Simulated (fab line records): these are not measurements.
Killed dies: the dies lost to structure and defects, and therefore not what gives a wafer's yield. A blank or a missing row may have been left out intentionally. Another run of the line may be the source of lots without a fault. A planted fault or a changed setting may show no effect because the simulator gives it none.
Lot-split experiment -- flow n5Finfet -- 7 lots, 39 wafers read, on a route of 1938 steps

## ABOUT THE SPLIT
At N5_SPACER0_ALD_00 (deposits SiOCN, target thk 3.5 nm, pulse time 3 s, purge time 2 s), the setting aldCycles was moved away from the recipe's 58 on 12 of the 39 wafers read, by -13.8% to +15.5%. For the rest of the wafers, this setting stayed at what the recipe calls for.

Reading taken at the split's own step.

## THE READING
SiOCN_of_SPACER0_ALD_00.thkNm (the simulator's own value, which no gauge read), in nm, at N5_SPACER0_ALD_00 (deposits SiOCN, target thk 3.5 nm, pulse time 3 s, purge time 2 s). The file does not state a usual value for it. The 27 wafers here that ran the recipe average 3.5 nm, standard deviation 0.099 nm.

wafer,"tool, chamber at the split",aldCycles as run,against the recipe,"SiOCN_of_SPACER0_ALD_00.thkNm, nm",against lot-mates on the recipe
L082.1,"aldSin-04, 0,1,3,0,1",58,recipe,3.4,-
L082.2,"aldSin-04, 0,1,3,0,1",58,recipe,3.4,-
L082.4,"aldSin-04, 0,1,3,0,1",58,recipe,3.4,-
L082.5,"aldSin-04, 0,1,3,0,1",58,recipe,3.4,-
L082.6,"aldSin-04, 0,1,3,0,1",58,recipe,3.4,-
L082.3,"aldSin-04, 3",58,recipe,3.6,-
L084.1,"aldSin-01, 3,3,0",58,recipe,3.4,-
L084.5,"aldSin-01, 3,3,0",58,recipe,3.4,-
L084.6,"aldSin-01, 3,3,0",58,recipe,3.4,-
L084.2,"aldSin-01, 0,1,2",66,+13.8%,4,+0.6
L084.3,"aldSin-01, 0,1,2",66,+13.8%,4,+0.6
L084.4,"aldSin-01, 0,1,2",66,+13.8%,4,+0.6
L085.1,"aldSin-04, 3,0,1",50,-13.8%,3,-0.5
L085.3,"aldSin-04, 3,0,1",50,-13.8%,3,-0.5
L085.4,"aldSin-04, 3,0,1",50,-13.8%,3,-0.5
L085.2,"aldSin-04, 2,3",58,recipe,3.6,-
L085.5,"aldSin-04, 2,3",58,recipe,3.6,-
L085.6,"aldSin-04, 0",58,recipe,3.4,-
L086.1,"aldSin-04, 1,0,1",62,+6.9%,3.8,+0.3
L086.3,"aldSin-04, 1,0,1",62,+6.9%,3.8,+0.3
L086.6,"aldSin-04, 1,0,1",62,+6.9%,3.8,+0.3
L086.2,"aldSin-04, 2,3",58,recipe,3.6,-
L086.4,"aldSin-04, 2,3",58,recipe,3.6,-
L086.5,"aldSin-04, 0",58,recipe,3.4,-
L090.1,"aldSin-04, 1,2,3",67,+15.5%,4,+0.5
L090.5,"aldSin-04, 1,2,3",67,+15.5%,4,+0.5
L090.6,"aldSin-04, 1,2,3",67,+15.5%,4,+0.5
L090.2,"aldSin-04, 2",58,recipe,3.6,-
L090.3,"aldSin-04, 3,1",58,recipe,3.4,-
L090.4,"aldSin-04, 3,1",58,recipe,3.4,-
L093.1,"aldSin-01, 0,1,2",58,recipe,3.6,-
L093.3,"aldSin-01, 0,1,2",58,recipe,3.6,-
L093.5,"aldSin-01, 0,1,2",58,recipe,3.6,-
L094.1,"aldSin-01, 0,3,2",58,recipe,3.6,-
L094.2,"aldSin-01, 0,3,2",58,recipe,3.6,-
L094.4,"aldSin-01, 0,3,2",58,recipe,3.6,-
L094.3,"aldSin-01, 1,2,1",58,recipe,3.4,-
L094.5,"aldSin-01, 1,2,1",58,recipe,3.4,-
L094.6,"aldSin-01, 1,2,1",58,recipe,3.4,-
If several chambers appear in one row, that row covers several wafers at once and the file leaves open which wafer was in which chamber.

THE FIT
A straight line over all 39 wafers: SiOCN_of_SPACER0_ALD_00.thkNm changes by +0.0356 nm for each +1% of aldCycles; r = +0.95; the points scatter about the line by 0.088 nm.
The same after taking each lot's own level away (the mean of its wafers on the recipe; 39 wafers): +0.0385 nm for each +1%; r = +0.97; scatter 0.074 nm.
That fit puts the effect of the largest move of aldCycles on the reading at 0.6 nm.
Across the lots, their own levels run from 3.40 to 3.60 nm, a range of 2.0 times the standard deviation given above.
The two slopes agree, so the slope changes little with the lot-to-lot level.
Check: for one of the wafers moved furthest among these (+15.5%), held out of the fit, the line's prediction against its lot-mates is +0.607 nm. Against them it came out at +0.533 nm.

## FURTHER SPLITS ON THESE WAFERS
These wafers also went through other splits before the reading. Each is held against what the fit with the lots' levels taken away leaves over:
other split on the same wafers,wafers away from the commonest value,r with SiOCN_of_SPACER0_ALD_00.thkNm (lot level and that fit taken away)
N5_WELL_APT_EPI_41 timeS,15,-0.22
N5_FIN_CUT_CUT_ETCH_26 targetDepthA,12,-0.18

## THE FILE'S OWN FIT
SiOCN_of_SPACER0_ALD_00.thkNm changes by +0.0385 nm for each +1% of aldCycles, r = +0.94.
